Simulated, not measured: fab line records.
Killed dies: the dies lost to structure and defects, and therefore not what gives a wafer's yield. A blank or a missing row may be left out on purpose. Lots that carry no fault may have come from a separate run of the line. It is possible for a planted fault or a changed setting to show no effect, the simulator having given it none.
fab line records + flow nand_harc + part 2 of 2: steps 17 to 27 of 27
record
- lots=5
- wafers=15
- last_day=33
route steps=1302 shown A_STAIRCASE@699
lots that met no fault: taken from a fault-free run of the same line
start_h: hours from the record's opening day to when the first of the lot's shown wafers began + wait_h: how many hours have passed since the lot's step before this one + " identical to the entry in the row above + L1.1+2: several wafers, shown together as one row + - value missing, or start not given + * or withheld: withheld + < > ~ a bound
route shown NAME@n: names a module that has steps shown in the file, with the first one's number in the route + usual: average and standard deviation across the fault-free wafers + same: alike in all rows + chamber/n: place in a boat + sites: readings site by site + _std_site: their standard deviation + _edge_site: the outer-site mean with the inner-site mean subtracted + radius_mm: for every site, how far away it sits from the centre of the wafer + mask NAME#n: copy n + behind: the tool/chamber that last shaped the wafer + hold: the reason the lot was held/the length of the hold in hours/how it ended + device: transistor that didn't switch, given as n, p or np + end of line: the route-end tests of the same wafers + where a step has no rows: the recipe by itself + killed: the dies lost at the first sort to structure and to defects; this is not the yield of the wafer + map: a wafer's dies, x killed, . not, _ none there
set.NAME: the setting that was run; set.NAME@STEP: the one run at that earlier step + model.NAME: the simulator's own value behind a step, which no gauge read
lots seen at some steps along the route; tables by step, rows by wafer
services: a tool's chamber out of use, with start hour (start_h, from the record's first day; less than 0 if before it), hours out, and reason
## steps
# step NHARC_A_STAIRCASE_TRIM_202
# recipe
- time_s=211.2
- o2_flow_sccm=500
- ar_flow_sccm=0
- bias_w=0
- chemistry=O2
# usual
- drypump_motor_current_A=5.7/0.62
- oes_product_au=0.999/0.013
- rf_vpp_V=57.8/0.88
- showerhead_plenum_p_Torr=3.49/0.13
- throttle_valve_pct=17.036/0.0092
| lot.wafer | tool        | chamber | start_h | wait_h | drypump_motor_current_A | oes_product_au | rf_hours_counter_h | rf_vpp_V | showerhead_plenum_p_Torr | throttle_valve_pct |
|-----------|-------------|---------|---------|--------|-------------------------|----------------|--------------------|----------|--------------------------|--------------------|
| L079.2    | rie_diel-04 | 1       | -       | -      | 4.8                     | 0.997          | 19                 | 58.3     | 3.48                     | 17.020             |
| L079.3    | "           | 3       | "       | "      | 6.0                     | 0.996          | 14                 | 58.6     | 3.48                     | 17.022             |
| L079.6    | "           | 0       | "       | "      | 4.9                     | 0.992          | -                  | 58.5     | 3.67                     | 17.047             |
| L086.4    | rie_diel-04 | 1       | -       | -      | 4.8                     | 0.995          | 41                 | 57.1     | 3.47                     | 17.025             |
| L086.3    | "           | 2       | "       | "      | 6.3                     | 1.003          | 34                 | 58.5     | 3.72                     | 17.052             |
| L086.6    | "           | 1       | "       | "      | 4.8                     | 0.989          | -                  | 56.8     | 3.47                     | 17.043             |
| L087.1    | rie_diel-10 | 3       | -       | -      | 5.2                     | 1.001          | 18                 | 58.2     | 3.41                     | 17.029             |
| L087.2    | "           | 2       | "       | "      | 6.3                     | 0.981          | 17                 | 58.8     | 3.80                     | 17.039             |
| L087.6    | "           | 3       | "       | "      | 5.3                     | 0.991          | -                  | 56.6     | 3.41                     | 17.041             |
| L094.3    | rie_diel-13 | 2       | -       | -      | 5.1                     | 1.021          | 8                  | 56.5     | 3.31                     | 17.044             |
| L094.4    | "           | 0       | "       | "      | 5.9                     | 1.016          | 10                 | 57.8     | 3.34                     | 17.024             |
| L094.6    | "           | 1       | "       | "      | 5.7                     | 0.998          | -                  | 57.6     | 3.47                     | 17.035             |
| L096.1    | rie_diel-13 | 0       | -       | -      | 5.9                     | 1.005          | 16                 | 57.7     | 3.33                     | 17.030             |
| L096.4    | "           | 1       | "       | "      | 5.6                     | 1.015          | 18                 | 56.8     | 3.47                     | 17.026             |
| L096.6    | "           | 3       | "       | "      | 6.6                     | 0.998          | -                  | 58.0     | 3.49                     | 17.031             |
# step NHARC_A_STAIRCASE_ETCH_203
# recipe
- target_depth_a=1000
- time_s=40.5
- ion_energy_ev=400
- c4f8_flow_sccm=20
- o2_flow_sccm=10
- ar_flow_sccm=withheld
- rf_w=600
- bias_w=1000
- chemistry=C4F8/O2
# usual
- oes_product_au=0.943/0.012
- rf_vpp_V=895/4.9
| lot.wafer | tool        | chamber | start_h | wait_h | oes_product_au | rf_hours_counter_h | rf_vpp_V |
|-----------|-------------|---------|---------|--------|----------------|--------------------|----------|
| L079.2    | rie_diel-04 | 3       | -       | -      | 0.929          | 14                 | 893      |
| L079.3    | "           | 1       | "       | "      | 0.934          | 19                 | 894      |
| L079.6    | "           | 0       | "       | "      | 0.937          | -                  | 902      |
| L086.3    | rie_diel-04 | 1       | -       | -      | 0.949          | 41                 | 893      |
| L086.4    | "           | 3       | "       | "      | 0.933          | 35                 | 892      |
| L086.6    | "           | 2       | "       | "      | 0.958          | -                  | 902      |
| L087.2    | rie_diel-10 | 1       | -       | -      | 0.938          | 18                 | 893      |
| L087.1    | "           | 2       | "       | "      | 0.943          | 17                 | 907      |
| L087.6    | "           | 3       | "       | "      | 0.928          | -                  | 891      |
| L094.3    | rie_diel-13 | 2       | -       | -      | 0.959          | 8                  | 889      |
| L094.4    | "           | 3       | "       | "      | 0.943          | 8                  | 896      |
| L094.6    | "           | 2       | "       | "      | 0.953          | -                  | 887      |
| L096.4    | rie_diel-13 | 3       | -       | -      | 0.931          | 15                 | 894      |
| L096.1    | "           | 0       | "       | "      | 0.946          | 17                 | 890      |
| L096.6    | "           | 2       | "       | "      | 0.952          | -                  | 886      |
# step NHARC_A_STAIRCASE_STRIP_205
# recipe
- power_w=1500
- temp_c=250
- chemistry=O2
# usual
- drypump_motor_current_A=5.6/0.64
- heater_power_w=335/21
| lot.wafer | tool            | chamber | start_h | wait_h | drypump_motor_current_A | heater_power_w | rf_hours_counter_h |
|-----------|-----------------|---------|---------|--------|-------------------------|----------------|--------------------|
| L079.2    | plasma_asher-02 | 0       | 404.46  | 0.1    | 5.9                     | 317            | 29                 |
| L079.3    | "               | 0       | "       | "      | 5.9                     | 322            | -                  |
| L079.6    | "               | 1       | "       | "      | 5.0                     | 346            | -                  |
| L086.3    | plasma_asher-01 | 0       | 473.83  | 0.2    | 6.5                     | 364            | -                  |
| L086.4    | "               | 1       | "       | "      | 5.1                     | 305            | -                  |
| L086.6    | "               | 1       | "       | "      | 5.1                     | 311            | -                  |
| L087.2    | plasma_asher-02 | 0       | 499.50  | 0.1    | 5.9                     | 336            | 13                 |
| L087.1    | "               | 1       | "       | "      | 5.0                     | 335            | 13                 |
| L087.6    | "               | 1       | "       | "      | 5.0                     | 325            | -                  |
| L094.3    | plasma_asher-01 | 0       | 557.54  | 0.2    | 6.6                     | 367            | -                  |
| L094.4    | "               | 1       | "       | "      | 5.1                     | 317            | -                  |
| L094.6    | "               | 1       | "       | "      | 5.1                     | 318            | -                  |
| L096.1    | plasma_asher-02 | 1       | 578.25  | 0.1    | 5.0                     | 331            | 30                 |
| L096.4    | "               | 0       | "       | "      | 5.9                     | 338            | -                  |
| L096.6    | "               | 0       | "       | "      | 5.9                     | 334            | -                  |
# step NHARC_A_STAIRCASE_STRIP_206
# recipe
- time_s=900
- temp_c=130
- chemistry=SPM
| lot.wafer  | tool         | chamber | start_h | wait_h |
|------------|--------------|---------|---------|--------|
| L079.6+2+3 | wet_bench-06 | 5,7,0   | 404.83  | 0.1    |
| L086.6+4+3 | wet_bench-06 | 6,0,2   | 474.09  | 0.1    |
| L087.1+2+6 | wet_bench-06 | 6,1,2   | 499.85  | 0.3    |
| L094.6+3+4 | wet_bench-03 | 7,0,1   | 557.81  | 0.1    |
| L096.6+1+4 | wet_bench-03 | 2,5,6   | 578.56  | 0.1    |
# step NHARC_A_STAIRCASE_PRECLEAN_207
# recipe
- time_s=*
- temp_c=50
- bath_age_min=0
- chemistry=SC1
# usual
- nh4oh_flow_mL_min=28.30/0.098
| lot.wafer | tool         | chamber | start_h | wait_h | nh4oh_flow_mL_min |
|-----------|--------------|---------|---------|--------|-------------------|
| L079.6    | wet_bench-06 | 5       | -       | -      | 28.10             |
| L079.2    | "            | 7       | "       | "      | 28.30             |
| L079.3    | "            | 0       | "       | "      | 28.34             |
| L086.6    | wet_bench-06 | 6       | -       | -      | 28.26             |
| L086.4    | "            | 0       | "       | "      | 28.26             |
| L086.3    | "            | 2       | "       | "      | 28.39             |
| L087.1    | wet_bench-06 | 6       | -       | -      | 28.29             |
| L087.2    | "            | 1       | "       | "      | 28.29             |
| L087.6    | "            | 2       | "       | "      | 28.17             |
| L094.6    | wet_bench-03 | 7       | -       | -      | 28.23             |
| L094.3    | "            | 0       | "       | "      | 28.24             |
| L094.4    | "            | 1       | "       | "      | 28.36             |
| L096.6    | wet_bench-03 | 2       | -       | -      | 28.31             |
| L096.1    | "            | 5       | "       | "      | 28.28             |
| L096.4    | "            | 6       | "       | "      | 28.23             |
# step NHARC_A_STAIRCASE_SRD_208
| lot.wafer  | tool         | chamber | start_h | wait_h |
|------------|--------------|---------|---------|--------|
| L079.6+2+3 | wet_bench-06 | 5,7,0   | -       | -      |
| L086.6+4+3 | wet_bench-06 | 6,0,2   | -       | -      |
| L087.1+2+6 | wet_bench-06 | 6,1,2   | -       | -      |
| L094.6+3+4 | wet_bench-03 | 7,0,1   | -       | -      |
| L096.6+1+4 | wet_bench-03 | 2,5,6   | -       | -      |
# step NHARC_A_STAIRCASE_DEHYDRATE_209
# recipe
- temp_c=150
- time_s=120
# usual
- exhaust_pa=44.9/0.83
| lot.wafer | tool           | chamber | start_h | wait_h | exhaust_pa |
|-----------|----------------|---------|---------|--------|------------|
| L079.2    | litho_track-05 | 0       | 405.27  | -      | 43.7       |
| L079.3    | "              | 0       | "       | "      | 44.2       |
| L079.6    | "              | 0       | "       | "      | 44.5       |
| L086.3    | litho_track-07 | 0       | 474.54  | -      | 45.3       |
| L086.4    | "              | 0       | "       | "      | 44.7       |
| L086.6    | "              | 0       | "       | "      | 46.9       |
| L087.1    | litho_track-05 | 0       | 500.33  | -      | 44.7       |
| L087.2    | "              | 0       | "       | "      | 45.7       |
| L087.6    | "              | 0       | "       | "      | 45.7       |
| L094.3    | litho_track-05 | 0       | 558.25  | -      | 45.6       |
| L094.4    | "              | 0       | "       | "      | 44.8       |
| L094.6    | "              | 0       | "       | "      | 45.6       |
| L096.1    | litho_track-05 | 0       | 579.00  | -      | 44.9       |
| L096.4    | "              | 0       | "       | "      | 46.0       |
| L096.6    | "              | 0       | "       | "      | 45.7       |
# step NHARC_A_STAIRCASE_HMDS_210
# recipe
- time_s=30
# usual
- exhaust_pa=45.0/0.85
| lot.wafer | tool           | chamber | start_h | wait_h | exhaust_pa |
|-----------|----------------|---------|---------|--------|------------|
| L079.2    | litho_track-05 | 0       | -       | -      | 43.9       |
| L079.3    | "              | 0       | "       | "      | 44.6       |
| L079.6    | "              | 0       | "       | "      | 44.0       |
| L086.3    | litho_track-07 | 0       | -       | -      | 45.7       |
| L086.4    | "              | 0       | "       | "      | 44.8       |
| L086.6    | "              | 0       | "       | "      | 44.4       |
| L087.1    | litho_track-05 | 0       | -       | -      | 44.5       |
| L087.2    | "              | 0       | "       | "      | 44.4       |
| L087.6    | "              | 0       | "       | "      | 45.3       |
| L094.3    | litho_track-05 | 0       | -       | -      | 45.0       |
| L094.4    | "              | 0       | "       | "      | 43.7       |
| L094.6    | "              | 0       | "       | "      | 45.8       |
| L096.1    | litho_track-05 | 0       | -       | -      | 45.9       |
| L096.4    | "              | 0       | "       | "      | 44.8       |
| L096.6    | "              | 0       | "       | "      | 45.8       |
# step NHARC_A_STAIRCASE_COAT_211
# recipe
- spin_rpm=1200
# usual
- exhaust_pa=45.0/0.83
| lot.wafer | tool           | chamber | start_h | wait_h | exhaust_pa |
|-----------|----------------|---------|---------|--------|------------|
| L079.2    | litho_track-05 | 0       | -       | -      | 44.2       |
| L079.3    | "              | 0       | "       | "      | 44.6       |
| L079.6    | "              | 0       | "       | "      | 43.6       |
| L086.3    | litho_track-07 | 0       | -       | -      | 45.2       |
| L086.4    | "              | 0       | "       | "      | 44.5       |
| L086.6    | "              | 0       | "       | "      | 44.9       |
| L087.1    | litho_track-05 | 0       | -       | -      | 45.5       |
| L087.2    | "              | 0       | "       | "      | 45.3       |
| L087.6    | "              | 0       | "       | "      | 45.9       |
| L094.3    | litho_track-05 | 0       | -       | -      | 46.6       |
| L094.4    | "              | 0       | "       | "      | 45.7       |
| L094.6    | "              | 0       | "       | "      | 46.4       |
| L096.1    | litho_track-05 | 0       | -       | -      | 43.7       |
| L096.4    | "              | 0       | "       | "      | 44.5       |
| L096.6    | "              | 0       | "       | "      | 45.3       |
# step NHARC_A_STAIRCASE_SOFTBAKE_212
# recipe
- temp_c=135
- time_s=170
# usual
- exhaust_pa=45.0/0.89
| lot.wafer | tool           | chamber | start_h | wait_h | exhaust_pa |
|-----------|----------------|---------|---------|--------|------------|
| L079.2    | litho_track-05 | 0       | -       | -      | 45.0       |
| L079.3    | "              | 0       | "       | "      | 45.1       |
| L079.6    | "              | 0       | "       | "      | 45.4       |
| L086.3    | litho_track-07 | 0       | -       | -      | 46.1       |
| L086.4    | "              | 0       | "       | "      | 45.1       |
| L086.6    | "              | 0       | "       | "      | 45.3       |
| L087.1    | litho_track-05 | 0       | -       | -      | 44.7       |
| L087.2    | "              | 0       | "       | "      | 45.3       |
| L087.6    | "              | 0       | "       | "      | 45.5       |
| L094.3    | litho_track-05 | 0       | -       | -      | 46.9       |
| L094.4    | "              | 0       | "       | "      | 45.9       |
| L094.6    | "              | 0       | "       | "      | 45.0       |
| L096.1    | litho_track-05 | 0       | -       | -      | 42.9       |
| L096.4    | "              | 0       | "       | "      | 45.0       |
| L096.6    | "              | 0       | "       | "      | 45.3       |
# step NHARC_A_STAIRCASE_EBR_213
# usual
- exhaust_pa=45.0/0.81
| lot.wafer | tool           | chamber | start_h | wait_h | exhaust_pa |
|-----------|----------------|---------|---------|--------|------------|
| L079.2    | litho_track-05 | 0       | -       | -      | 44.6       |
| L079.3    | "              | 0       | "       | "      | 44.4       |
| L079.6    | "              | 0       | "       | "      | 44.3       |
| L086.3    | litho_track-07 | 0       | -       | -      | 45.6       |
| L086.4    | "              | 0       | "       | "      | 45.4       |
| L086.6    | "              | 0       | "       | "      | 45.9       |
| L087.1    | litho_track-05 | 0       | -       | -      | 43.8       |
| L087.2    | "              | 0       | "       | "      | 44.4       |
| L087.6    | "              | 0       | "       | "      | 43.7       |
| L094.3    | litho_track-05 | 0       | -       | -      | 44.7       |
| L094.4    | "              | 0       | "       | "      | 45.4       |
| L094.6    | "              | 0       | "       | "      | 46.2       |
| L096.1    | litho_track-05 | 0       | -       | -      | 45.4       |
| L096.4    | "              | 0       | "       | "      | 44.8       |
| L096.6    | "              | 0       | "       | "      | 43.7       |
## services
| tool            | chamber | start_h | hours | kind   |
|-----------------|---------|---------|-------|--------|
| rie_diel-04     | 3       | 381.58  | 7.2   | repair |
| wet_bench-03    | -       | 386.40  | 8.0   | pm     |
| rie_diel-04     | 0       | 388.48  | -     | clean  |
| rie_diel-04     | 1       | 388.48  | -     | clean  |
| rie_diel-04     | 2       | 388.48  | -     | clean  |
| wet_bench-06    | -       | 388.51  | 6.6   | repair |
| rie_diel-04     | 0       | 413.15  | -     | clean  |
| rie_diel-04     | 1       | 413.15  | -     | clean  |
| rie_diel-04     | 2       | 413.15  | -     | clean  |
| rie_diel-04     | 3       | 413.15  | -     | clean  |
| rie_diel-10     | -       | 419.56  | 9.0   | pm     |
| litho_track-07  | -       | 426.00  | 7.0   | pm     |
| plasma_asher-02 | -       | 426.36  | 9.0   | pm     |
| rie_diel-04     | 0       | 437.65  | -     | clean  |
| rie_diel-04     | 1       | 437.65  | -     | clean  |
| rie_diel-04     | 2       | 437.65  | -     | clean  |
| litho_track-05  | -       | 474.01  | 7.0   | pm     |
| plasma_asher-01 | -       | 516.78  | 0.7   | repair |
| plasma_asher-01 | -       | 519.14  | 9.0   | pm     |
| rie_diel-13     | -       | 521.84  | 9.0   | pm     |
| rie_diel-04     | -       | 531.98  | 9.0   | pm     |
| wet_bench-06    | -       | 545.60  | 8.0   | pm     |
| rie_diel-10     | 1       | 556.92  | 5.6   | repair |
| wet_bench-03    | -       | 562.40  | 8.0   | pm     |
